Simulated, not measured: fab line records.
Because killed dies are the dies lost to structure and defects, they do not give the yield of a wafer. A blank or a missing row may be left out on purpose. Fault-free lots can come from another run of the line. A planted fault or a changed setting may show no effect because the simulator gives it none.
Which tool did it? + flow n5-finfet + Sampling: 10 lots, 30 wafers, 4 of 1938 route steps

## WHAT THE GAUGES READ, wafer by wafer
The record holds no reading of a measuring or inspecting step that can be judged against a usual standard deviation.

## WHAT TOOL EACH LOT RAN ON (gives the tool, then ch and the chambers of the sampled wafers, and finally the start)
| lot  | N5_BEOL_M15_ETCH_57                | N5_BEOL_M15_STRIP_36               | N5_BEOL_M15_CMP_49            | N5_MIM_TOP_ALD_00                |
|------|------------------------------------|------------------------------------|-------------------------------|----------------------------------|
| L322 | rie-diel-02 ch 1,2, day 10 19:23   | rie-diel-01 ch 0,2,3, day 10 21:37 | cmp-02 ch 0,3, day 10 23:21   | ald-hk-02 ch 0,1,2, day 11 01:26 |
| L323 | rie-diel-01 ch 0,2, day 11 06:57   | rie-diel-02 ch 2,3, day 11 08:17   | cmp-02 ch 1,2, day 11 10:49   | ald-hk-01 ch 1,2,3, day 11 13:56 |
| L325 | rie-diel-02 ch 0,3, day 12 05:39   | rie-diel-02 ch 0,2, day 12 08:32   | cmp-04 ch 2,3, day 12 09:53   | ald-hk-01 ch 1,2, day 12 13:52   |
| L326 | rie-diel-02 ch 1,2, day 12 23:23   | rie-diel-02 ch 0,1, day 13 01:24   | cmp-02 ch 2,3, day 13 02:58   | ald-hk-01 ch 1,2,3, day 13 05:48 |
| L331 | rie-diel-02 ch 0,2,3, day 13 16:22 | rie-diel-02 ch 0,1,2, day 13 18:11 | cmp-02 ch 0,2,3, day 13 19:55 | ald-hk-02 ch 0,1,3, day 13 22:16 |
| L340 | rie-diel-04 ch 0,2,3, day 15 12:00 | rie-diel-01 ch 0,1,3, day 15 21:26 | cmp-04 ch 0,2,3, day 15 23:19 | ald-hk-01 ch 0,1,2, day 16 02:50 |
| L338 | rie-diel-02 ch 0,1,2, day 15 17:37 | rie-diel-01 ch 0,2,3, day 15 22:26 | cmp-04 ch 1,2,3, day 16 00:39 | ald-hk-03 ch 1,2,3, day 16 03:50 |
| L341 | rie-diel-02 ch 1,2, day 16 02:55   | rie-diel-02 ch 0,3, day 16 04:23   | cmp-04 ch 2,3, day 16 06:23   | ald-hk-03 ch 0,3, day 16 08:02   |
| L342 | rie-diel-01 ch 0,1,2, day 16 08:29 | rie-diel-04 ch 0,2,3, day 16 09:58 | cmp-04 ch 0,1,2, day 16 12:11 | ald-hk-02 ch 1,2, day 16 14:04   |
| L344 | rie-diel-04 ch 1,2,3, day 17 01:38 | rie-diel-02 ch 1,2, day 17 04:12   | cmp-02 ch 1,2, day 17 06:21   | ald-hk-01 ch 0,2,3, day 17 09:44 |
- N5_BEOL_M15_ETCH_57: etches SOC in N2/H2, time 750 s.
- N5_BEOL_M15_STRIP_36: strips in O2.
- N5_BEOL_M15_CMP_49: polishes, stops on SiO2, t overpolish 4.9 s, target thk 850 nm.
- N5_MIM_TOP_ALD_00: deposits Al2O3, purge time 3 s, co reactant pulse time 3 s.

## WHAT THE TOOLS THEMSELVES READ (means of the sampled wafers that have a number; where no wafer has one, the mark that the record gives instead)
N5_BEOL_M15_ETCH_57.
| lot  | tool        | drypump-motor-current-A (A) | h2-flow-sccm (sccm) | oes-product-au (a.u.) | rf-vpp-V (V) | showerhead-plenum-p-Torr (Torr) | throttle-valve-pct (%) |
|------|-------------|-----------------------------|---------------------|-----------------------|--------------|---------------------------------|------------------------|
| L322 | rie-diel-02 | 5.3                         | 199.9               | 0.71                  | 524.6        | 2.56                            | 17.76                  |
| L323 | rie-diel-01 | 5.4                         | 199.6               | 0.73                  | 524.7        | 2.58                            | 17.99                  |
| L325 | rie-diel-02 | 6.0                         | 199.9               | 0.88                  | 524.7        | 2.56                            | 17.51                  |
| L326 | rie-diel-02 | 5.4                         | 199.4               | 0.70                  | 524.9        | 2.58                            | 17.78                  |
| L331 | rie-diel-02 | 5.5                         | 200.3               | 0.80                  | 523.4        | 2.53                            | 17.70                  |
| L340 | rie-diel-04 | 5.3                         | 200.3               | 0.87                  | 526.2        | 2.62                            | 17.69                  |
| L338 | rie-diel-02 | 5.7                         | 199.7               | 0.85                  | 525.3        | 2.57                            | 17.52                  |
| L341 | rie-diel-02 | 5.4                         | 199.8               | 0.79                  | 524.5        | 2.57                            | 17.69                  |
| L342 | rie-diel-01 | 5.6                         | 199.6               | 0.77                  | 524.6        | 2.55                            | 17.72                  |
| L344 | rie-diel-04 | 5.3                         | 200.3               | 0.87                  | 527.3        | 2.66                            | 17.66                  |

N5_BEOL_M15_STRIP_36.
| lot  | tool        | drypump-motor-current-A (A) | oes-product-au (a.u.) | rf-vpp-V (V) | showerhead-plenum-p-Torr (Torr) | throttle-valve-pct (%) |
|------|-------------|-----------------------------|-----------------------|--------------|---------------------------------|------------------------|
| L322 | rie-diel-01 | 5.5                         | 0.73                  | 3.1          | 2.15                            | 16.8                   |
| L323 | rie-diel-02 | 5.0                         | 0.79                  | 3.6          | 2.04                            | 16.6                   |
| L325 | rie-diel-02 | 5.6                         | 0.76                  | 4.7          | 2.09                            | 16.5                   |
| L326 | rie-diel-02 | 5.9                         | 0.79                  | 3.9          | 2.15                            | 16.6                   |
| L331 | rie-diel-02 | 5.7                         | 0.77                  | 3.9          | 2.12                            | 16.5                   |
| L340 | rie-diel-01 | 5.7                         | 0.77                  | 3.4          | 2.13                            | 16.5                   |
| L338 | rie-diel-01 | 5.5                         | 0.71                  | 3.4          | 2.14                            | 16.8                   |
| L341 | rie-diel-02 | 5.9                         | 0.83                  | 4.0          | 2.09                            | 16.3                   |
| L342 | rie-diel-04 | 5.3                         | 0.87                  | 3.4          | 2.16                            | 16.6                   |
| L344 | rie-diel-02 | 5.4                         | 0.78                  | 2.7          | 2.12                            | 16.7                   |

N5_BEOL_M15_CMP_49.
| lot  | tool   | barrier-field-endpoint-s (s) | clearing-platen-down-force-psi (psi) | edge-zone-pressure-frac | head-pressure-psi (psi) | motor-current-A (A) | overpolish-run-s (s) | retaining-ring-pressure-frac |
|------|--------|------------------------------|--------------------------------------|-------------------------|-------------------------|---------------------|----------------------|------------------------------|
| L322 | cmp-02 | 11.10                        | 2.002                                | 1.000                   | 2.000                   | 7.7                 | 4.895                | 0.995                        |
| L323 | cmp-02 | 11.45                        | 1.998                                | 1.002                   | 1.999                   | 8.0                 | 4.902                | 1.006                        |
| L325 | cmp-04 | 11.76                        | 1.996                                | 1.004                   | 1.998                   | 8.7                 | 4.901                | 1.005                        |
| L326 | cmp-02 | 9.56                         | 2.003                                | 0.996                   | 2.323                   | 8.1                 | 4.897                | 1.004                        |
| L331 | cmp-02 | 9.83                         | 1.998                                | 0.998                   | 2.320                   | 8.6                 | 4.901                | 0.997                        |
| L340 | cmp-04 | 11.27                        | 1.999                                | 0.998                   | 2.001                   | 8.3                 | 4.899                | 0.996                        |
| L338 | cmp-04 | 11.61                        | 1.995                                | 1.000                   | 2.000                   | 8.4                 | 4.900                | 0.999                        |
| L341 | cmp-04 | 11.70                        | 1.999                                | 0.998                   | 2.000                   | 7.8                 | 4.896                | 1.004                        |
| L342 | cmp-04 | 11.01                        | 2.002                                | 1.000                   | 1.999                   | 7.8                 | 4.898                | 1.000                        |
| L344 | cmp-02 | 11.70                        | 2.000                                | 0.995                   | 2.004                   | 8.0                 | 4.902                | 1.008                        |

N5_MIM_TOP_ALD_00.
| lot  | tool      | precursor-pulse-height-rel |
|------|-----------|----------------------------|
| L322 | ald-hk-02 | 1.014                      |
| L323 | ald-hk-01 | 1.009                      |
| L325 | ald-hk-01 | 0.988                      |
| L326 | ald-hk-01 | 0.989                      |
| L331 | ald-hk-02 | 1.012                      |
| L340 | ald-hk-01 | 0.997                      |
| L338 | ald-hk-03 | 0.989                      |
| L341 | ald-hk-03 | 0.980                      |
| L342 | ald-hk-02 | 0.994                      |
| L344 | ald-hk-01 | 1.020                      |

## THE ANSWER, worked out from the rows above alone
Rule: what is usual is taken from the lots themselves. The widest of any qualifying gaps counts: lots, ordered by their means at a reading, are off when they make up no more than a third of the lots, leave a main group of 4 or more, and stand apart from it by 3 or more times the standard deviation of that group's means. A main group is skipped when, at the precision printed for the reading in the tables above, its means are all equal. A lot without any number at a reading at which 4 lots or more have one is off too. The other lots that the step has rows for count as sound. First the gauges in route order, then the tools' own readings, where a lot's mean is used as printed above. The first step at which some lot is off is used, and at that step the reading that is off furthest; a lot without a number counts as furthest.
Off: L326, L331, at N5_BEOL_M15_CMP_49 (head-pressure-psi). The main group: mean 2.000 psi, standard deviation 0.0017.
A tool fits if, at that step or a process step before it, it ran every lot that is off, and no sound lot after the first of them. Of those tried, none fits.

## WHAT WAS PUT IN BY THE SIMULATOR
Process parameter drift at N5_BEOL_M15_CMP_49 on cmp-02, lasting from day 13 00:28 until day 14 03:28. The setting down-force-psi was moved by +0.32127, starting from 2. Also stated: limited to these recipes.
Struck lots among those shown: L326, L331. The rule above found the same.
